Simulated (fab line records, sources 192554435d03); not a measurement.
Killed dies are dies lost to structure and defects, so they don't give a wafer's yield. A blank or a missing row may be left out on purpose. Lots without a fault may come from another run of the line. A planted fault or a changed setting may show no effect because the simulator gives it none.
Which tool did it? | flow n5_finfet | 11 lots, 31 wafers sampled, at 2 steps of a route of 1938

WHAT THE GAUGES READ, wafer by wafer
N5_BEOL_M7_THK_MEAS_53: measures by xrf. Usual: M7_THK 77.6 nm, standard deviation 2.5.
lot  | measured     | on            | M7_THK (nm)    | flag
L899 | day 13 14:01 | film_metro-02 | 77.1 75.2 80.6 |
L898 | day 13 18:27 | film_metro-02 | 78.4 80.4 76.2 |
L900 | day 13 21:17 | film_metro-01 | 77.5 78.1      |
L902 | day 13 21:22 | film_metro-01 | 74.9 74.6 81.2 |
L901 | day 13 21:54 | film_metro-02 | 79.5 77.5 80.5 |
L912 | day 16 14:41 | film_metro-01 | 75.2 78.3 74.8 |
L910 | day 16 22:55 | film_metro-01 | 72.3 78.1 72.5 |
L913 | day 17 04:56 | film_metro-02 | 75.6 79.8 77.5 |
L916 | day 18 00:04 | film_metro-02 | 78.5 80.8      |
L917 | day 18 08:03 | film_metro-02 | 80.6 82.0 78.9 |
L920 | day 18 23:19 | film_metro-01 | 77.9 74.8 78.4 |

N5_BEOL_M7_INSPECT_58: inspects for defects (darkfield). Usual: raw_defect_count 70, standard deviation 24.
lot  | measured     | on                | raw_defect_count | flag
L899 | day 13 14:11 | defect_inspect-01 | 57 65 69         |
L898 | day 13 18:37 | defect_inspect-01 | 96 72 72         |
L900 | day 13 21:26 | defect_inspect-01 | 57 34            |
L902 | day 13 21:31 | defect_inspect-02 | 51 68 55         |
L901 | day 13 22:03 | defect_inspect-02 | 104 105 77       |
L912 | day 16 14:51 | defect_inspect-02 | 74 101 71        |
L910 | day 16 23:04 | defect_inspect-01 | 82 94 124        |
L913 | day 17 05:05 | defect_inspect-02 | 39 95 57         |
L916 | day 18 00:14 | defect_inspect-01 | 83 86            |
L917 | day 18 08:14 | defect_inspect-01 | 42 56 55         |
L920 | day 18 23:28 | defect_inspect-01 | 33 67 31         |

WHICH TOOL RAN EACH LOT (tool, then ch and the chambers of the sampled wafers, then the start)
The record holds no process step before these readings.

WHAT THE TOOLS THEMSELVES READ (means of the sampled wafers that have a number; where no wafer has one, the mark that the record gives instead)
The record holds no such reading with a usual standard deviation.

THE ANSWER, worked out from the rows above alone
Rule: a lot is off if the mean of its wafers that have a number lies more than 3 standard deviations from the usual mean. A lot without any number at a reading at which 4 lots or more have one is off too. The other lots that the step has rows for count as sound. The gauges are gone through in route order, then the tools' own readings, and for those a lot's mean is taken as printed above. The first step at which some lot is off is used, and at that step the reading that is off furthest; a lot without a number counts as furthest.
No lot is off at any reading shown: from this, nothing can be told.

WHAT THE SIMULATOR HAD PUT IN
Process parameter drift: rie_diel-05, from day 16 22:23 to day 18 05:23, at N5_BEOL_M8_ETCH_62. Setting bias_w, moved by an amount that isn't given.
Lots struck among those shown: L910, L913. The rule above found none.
